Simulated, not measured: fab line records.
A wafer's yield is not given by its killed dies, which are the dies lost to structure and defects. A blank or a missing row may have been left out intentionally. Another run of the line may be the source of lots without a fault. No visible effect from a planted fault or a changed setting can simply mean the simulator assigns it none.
8D (eight disciplines) problem report, filled in by code	flow nandHarc	the parts of the form that need people (team, actions taken, sign-off) are left out

1. PROBLEM STATEMENT
cdNm at NHARC_A_M0_CD_MEAS_09 reads a mean of 88.4 nm on 6 wafers of 2 lots; wafers without a fault read 79.9 nm with a standard deviation of 0.46. Relative to the usual mean, that is a shift of +18 standard deviations.
The step: target cd 80 nm.
The first sign was on wafer L313.2 at day 28 03:48, on cdSem-03. The record holds 42 wafers of 14 lots with a number at this step. Rule for "out" (also "out of limits"): further than 4 standard deviations from the usual mean. The rest of the wafers with a number are treated as sound.

2. WHAT IT IS, AND WHAT IT ISN'T
question	is	is not
which readings at this step	cdNm	-
which lots	L313, L315	L300, L301, L302, L304, L305, L314, L316, L317, L318, L319, L322, L323
which wafers of those lots	all that have a number	-
read on which gauges	cdSem-03	cdSem-01, cdSem-02
when	from day 28 03:48	up to then (15 sound wafers); but 21 sound wafers of L314, L316, L317, L318, L319, L322, L323 came after

3. WHAT RULES OUT EACH SUSPECT
Counting: a tool at any process step up to the reading remains a suspect when it ran all the lots that are out and ran no sound lot after the first of those.
- ruled out: the gauge at NHARC_A_M0_CD_MEAS_09. All the wafers that are out were read on cdSem-03, but those of them that NHARC_A_M0_PEB_07 has rows for are out there too, on other tools.
- lithoTrack-06 at NHARC_A_M0_PEB_07 (peb time 65 s): ruled out as a lasting fault. After its first lot that is out, L313 (day 28 03:43), sound lots L323, L322 ran on it.
Left after counting: nothing in the record.

4. THE CAUSE (what the simulator had put in)
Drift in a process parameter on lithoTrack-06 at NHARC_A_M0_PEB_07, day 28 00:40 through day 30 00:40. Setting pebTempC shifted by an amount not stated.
It was ruled out by counting, in error; the rule expects a fault to strike all lots run on its tool from its start on, and this fault did not.

5. SEQUENCE OF EFFECTS, ordered by route
Each row: a reading whose mean over the struck wafers that have a number lies more than 3 standard deviations from the usual. Only readings for which the record gives a usual standard deviation are gone through. hours: the time from each lot's start at the first step in this table that gives one to its start at this step, as a median over the lots. sigmas: the change in usual standard deviations.
hours	step	reading	usual	on struck wafers	change	sigmas
0	NHARC_A_M0_PEB_07	heaterPowerTotalW	156.6 W	162.3	+5.7	+13
0	NHARC_A_M0_PEB_07	plateTempC	99.98 C	102.62	+2.64	+20
0	NHARC_A_M0_CD_MEAS_09	cdNm	79.9 nm	88.4	+8.5	+18
Process steps it contains:
- NHARC_A_M0_PEB_07: peb time 65 s.

6. HOW IT WOULD HAVE BEEN CAUGHT EARLIER
Counted from the fault's start at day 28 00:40, it took 3 hours until the first out-of-limits reading at a measuring or inspecting step in this record, taken at day 28 03:48.
At NHARC_A_M0_PEB_07, the tool's own readings (heaterPowerTotalW, plateTempC) were out on each struck wafer the step has a row for, so an alarm limit on them would have fired on the first such wafer.
